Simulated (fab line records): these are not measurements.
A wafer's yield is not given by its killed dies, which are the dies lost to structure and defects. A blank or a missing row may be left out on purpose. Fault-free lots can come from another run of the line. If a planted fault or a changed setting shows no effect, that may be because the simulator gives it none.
Comparing a struck lot with a sound one / flow nand-harc / 14 out of 1159 route steps
Sound: wafers L108.2, L108.4, L108.5. Struck: wafer L107.2 (left out: L107.3, L107.5 of the same lot, which were not struck); the cause appears at the end.
At each step with rows: each side's tool, then ch and its chambers, then its first start. Under that, the readings that differ: sound wafers / struck wafers / difference of the means / sigmas: that difference in standard deviations of wafers without a fault.
alike: readings with means less than 2 such deviations apart, plus words and numbers identical on both sides. not compared: withheld readings, readings lacking a value on some wafer, bounds such as >300 that could conceal the same value, and numbers that have no deviation in the record and whose values overlap.
Wherever a step has rows on one side only, a row that says differs or no value, or a row with sigmas, the two part there. Non-overlapping numbers with no deviation appear without sigmas and do not part them. A reading that every wafer of one side lacks parts them only if that side has two wafers or more.

first, 4 steps without rows for these wafers: NHARC_P_CONTACT_EBR_08; NHARC_P_CONTACT_EXPOSE_09 (exposes mask P CA, target cd 90 nm); NHARC_P_CONTACT_PEB_10 (peb time 65 s); NHARC_P_CONTACT_DEVELOP_11 (develop time 35 s).
NHARC_P_CONTACT_CD_MEAS_12 targets a cd of 90 nm.
  sound on cd-sem-03 ch 0, day 9 13:20; struck on cd-sem-03 ch 0, day 9 12:08
  alike: cd-nm
NHARC_P_CONTACT_OVL_MEAS_13:
  struck on overlay-02, day 9 12:14; sound on overlay-01, day 9 13:25
  alike: overlay-x-nm, overlay-y-nm
NHARC_P_CONTACT_INSPECT_14:
  struck on defect-inspect-01, day 9 12:17; sound on defect-inspect-01, day 9 13:28
  alike: raw-defect-count
NHARC_P_CONTACT_DESCUM_17: chemistry O2, time 3 s.
  sound on rie-diel-13 ch 0,1, day 9 13:32; struck on rie-diel-01 ch 2, day 9 12:21
reading=drypump-motor-current-A (A); sound=6.3 5.9 6.3; struck=4.9; difference=-1.3; sigmas=-2
reading=showerhead-plenum-p-Torr (Torr); sound=1.76 1.81 1.76; struck=1.99; difference=+0.21; sigmas=+2
  alike: oes-product-au, rf-vpp-V, throttle-valve-pct
  not compared: rf-hours-counter-h
NHARC_P_CONTACT_ETCH_35: etches the open film in CF4, target depth 39 nm, time 65 s.
  sound on rie-diel-13 ch 1,3, day 9 13:36; struck on rie-diel-01 ch 1, day 9 12:26
  alike: drypump-motor-current-A, oes-product-au, rf-vpp-V, showerhead-plenum-p-Torr, throttle-valve-pct
  not compared: rf-hours-counter-h
NHARC_P_CONTACT_ETCH_36: etches the open film in N2/H2, target depth 260 nm, time 406.25 s.
  sound: rie-diel-13 ch 1,2,3; struck: rie-diel-01 ch 2
reading=oes-product-au (a.u.); sound=1.013 0.988 0.979; struck=1.024; difference=+0.031; sigmas=+2
  alike: drypump-motor-current-A, rf-vpp-V, showerhead-plenum-p-Torr, throttle-valve-pct
  not compared: rf-hours-counter-h
NHARC_P_CONTACT_ETCH_18: etches the open film in C4F8/O2/Ar, target depth 481 nm, time 240.5 s.
  sound: rie-diel-13 ch 0,2; struck: rie-diel-01 ch 3
reading=oes-product-au (a.u.); sound=0.983 0.958 0.978; struck=0.906; difference=-0.067; sigmas=-3
  alike: rf-vpp-V
  not compared: rf-hours-counter-h
then, 1 step without rows for these wafers: NHARC_P_CONTACT_STRIP_37 (strips in C4F8/O2/Ar).
NHARC_P_CONTACT_ETCH_31: etches the open film in CH3F/O2, target depth 30 nm, time 85.7 s.
  sound on rie-diel-13 ch 1,2,3, day 9 14:16; struck on rie-diel-01 ch 1, day 9 13:05
reading=oes-product-au (a.u.); sound=0.989 0.961 1.010; struck=0.698; difference=-0.289; sigmas=-18
  alike: drypump-motor-current-A, rf-vpp-V, showerhead-plenum-p-Torr, throttle-valve-pct
  not compared: rf-hours-counter-h
NHARC_P_CONTACT_CD_MEAS_19:
  struck on cd-sem-02, day 9 13:13; sound on cd-sem-01, day 9 14:24
  alike: cd-nm

WHERE THEY PART
Earliest at NHARC_P_CONTACT_DESCUM_17; latest, in this record, at NHARC_P_CONTACT_ETCH_31. Later steps at which nothing parts them and some readings are alike: NHARC_P_CONTACT_CD_MEAS_19.

WHY: the cause the simulator had injected
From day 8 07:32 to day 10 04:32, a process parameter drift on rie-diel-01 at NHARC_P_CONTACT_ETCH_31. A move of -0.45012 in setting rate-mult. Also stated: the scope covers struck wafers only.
